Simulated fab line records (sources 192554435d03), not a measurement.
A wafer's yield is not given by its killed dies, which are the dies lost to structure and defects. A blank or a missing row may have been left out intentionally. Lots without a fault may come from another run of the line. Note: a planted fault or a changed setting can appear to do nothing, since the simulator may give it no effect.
8D (eight disciplines) problem report, filled in by code	flow n5_finfet	the parts of the form that need people (team, actions taken, sign-off) are left out

== 1. THE PROBLEM ==
N5_FIN_SAQP_SPACER2_ETCHBACK_29, oes_product_au: mean 1.07 a.u. over 1 wafer from 1 lot; wafers with no fault: 0.77 a.u., standard deviation 0.066. Measured from the usual mean, that is +4.5 standard deviations.
The step: etches SiO2 in CHF3/O2, target depth 12.2 nm, time 6.1 s.
First seen on wafer L941.1, day 3 07:57, on rie_diel-04. Wafers with a number at this step in the record: 27, from 10 lots. Rule for "out", or "out of limits": more than 4 standard deviations from the usual mean. All remaining wafers that have a number are taken as sound.

== 2. WHAT IT IS, WHAT IT ISN'T ==
question	is	is not
which readings at this step	oes_product_au	drypump_motor_current_A, rf_fwd_power_W, rf_vpp_V, showerhead_plenum_p_Torr
which lots	L941	L937, L939, L940, L943, L952, L954, L955, L957, L958
which wafers of those lots	L941.1	L941.6
read on which tools	rie_diel-04	rie_diel-03
when	from day 3 07:57	up to then (10 sound wafers); but 16 sound wafers of L943, L952, L954, L955, L957, L958 came after

== 3. THE SUSPECTS, EACH WITH WHAT RULES IT OUT ==
Counting: a tool at a process step up to the reading stays a suspect if it ran every lot that is out. Sound lots after the first of them don't rule it out here, since some wafers of a struck lot are sound.
- rie_si-05 at N5_FIN_SAQP_MANDREL1_REMOVE_56 (chemistry HBr/Cl2/O2, target a-Si, stops on SiNx, bt time 10 s): kept. It ran the lot that is out, L941 (day 3 06:18).
- vapor_etch-01 at N5_FIN_SAQP_RECESS_71 (chemistry HF/NH3, target SiO2, target depth 3 nm, afs cycles 1, sublimation time 60 s): kept. It processed L941, the lot that is out, at day 3 07:20, and its most recent sound lot before then was L940 at day 3 02:32.
- rie_diel-04 at N5_FIN_SAQP_SPACER2_ETCHBACK_29 (etches SiO2 in CHF3/O2, target depth 12.2 nm, time 6.1 s): kept. It processed L941, the lot that is out, at day 3 07:57, and its most recent sound lot before then was L940 at day 3 04:50. Out on those wafers are its own readings of oes_product_au.
- Within rie_si-05 at N5_FIN_SAQP_MANDREL1_REMOVE_56, the wafers that are out were processed in chamber 3 and their sound lot-mates in chamber 0.
- Within rie_diel-04 at N5_FIN_SAQP_SPACER2_ETCHBACK_29, the wafers that are out were processed in chamber 1 and their sound lot-mates in chamber 0.
After the count, these remain: rie_si-05 at N5_FIN_SAQP_MANDREL1_REMOVE_56, vapor_etch-01 at N5_FIN_SAQP_RECESS_71 and rie_diel-04 at N5_FIN_SAQP_SPACER2_ETCHBACK_29.

== 4. THE CAUSE (what the simulator had put in) ==
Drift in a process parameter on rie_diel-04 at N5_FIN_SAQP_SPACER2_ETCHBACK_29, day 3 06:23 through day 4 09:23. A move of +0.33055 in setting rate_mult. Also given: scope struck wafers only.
Counting leaves 3 suspects; this tool is one of them.

== 5. THE EFFECT CHAIN, in route order ==
Each row: a reading where the mean over the struck wafers with a number is more than 3 standard deviations away from the usual. Only readings for which the record gives a usual standard deviation are gone through. hours: the time from each lot's start at the first step in this table that gives one to its start at this step, as a median over the lots. sigmas: the change in usual standard deviations.
hours	step	reading	usual	on struck wafers	change	sigmas
0	N5_FIN_SAQP_SPACER2_ETCHBACK_29	oes_product_au	0.77 a.u.	1.07	+0.30	+4.5
The process steps in it:
- N5_FIN_SAQP_SPACER2_ETCHBACK_29: etches SiO2 in CHF3/O2, target depth 12.2 nm, time 6.1 s.
Later measuring or inspecting steps at which every struck wafer that the step has a row for has a number for every such reading, and none has moved that far: N5_BEOL_M4_RC_MEAS_101.

== 6. WHAT WOULD HAVE CAUGHT IT SOONER ==
First out-of-limits reading in this record: day 3 07:57, which is 2 hours after fault onset at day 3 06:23.
